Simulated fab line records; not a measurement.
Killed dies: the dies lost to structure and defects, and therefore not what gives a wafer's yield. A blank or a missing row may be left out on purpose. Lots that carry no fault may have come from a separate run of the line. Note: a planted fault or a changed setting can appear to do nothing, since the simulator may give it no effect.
Matching of chambers -- flow n5-finfet -- 4 sister chambers for N5_BEOL_M9_STRIP_19 on rie-diel-01
The step strips in O2. 4 wafers are shown with their chamber, then 9 later ones without.

== EACH WAFER AND ITS CHAMBER ==
wafer,chamber,showerhead-plenum-p-Torr (Torr)
L083.1,0,2.09
L083.5,3,2.01
L089.4,1,2.14
L089.5,2,2.08

== WAFERS MISSING THEIR CHAMBER ==
wafer,showerhead-plenum-p-Torr (Torr)
L092.1,2.14
L092.2,2.08
L092.3,2.08
L094.3,2.08
L094.5,2.08
L094.6,2.00
L097.1,2.08
L097.3,2.08
L097.6,2.08

== THE CHAMBER EACH PASSED THROUGH ==
wafer,from the rows above,in truth
L092.1,1,1
L092.2,2,2
L092.3,2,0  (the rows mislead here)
L094.3,2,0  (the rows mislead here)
L094.5,2,2
L094.6,3,3
L097.1,2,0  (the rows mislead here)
L097.3,2,2
L097.6,2,2
Correct placement for 6 of the 9. Number that these rows cannot place: 0. 3 placed wrongly.
How it was worked out, from the rows above alone: a wafer's distance from a chamber is the root of the sum, over the readings, of the square of ((its reading less the chamber's mean) divided by the reading's scatter). If the next closest chamber is less than 2 further off than the closest, the wafer can't be placed; otherwise it belongs to the closest. The mean given for a chamber averages the wafers shown for that chamber. The scatter (one wafer shown for each chamber): square how far every hidden wafer sits from the nearest shown wafer, average those squares and take the square root.
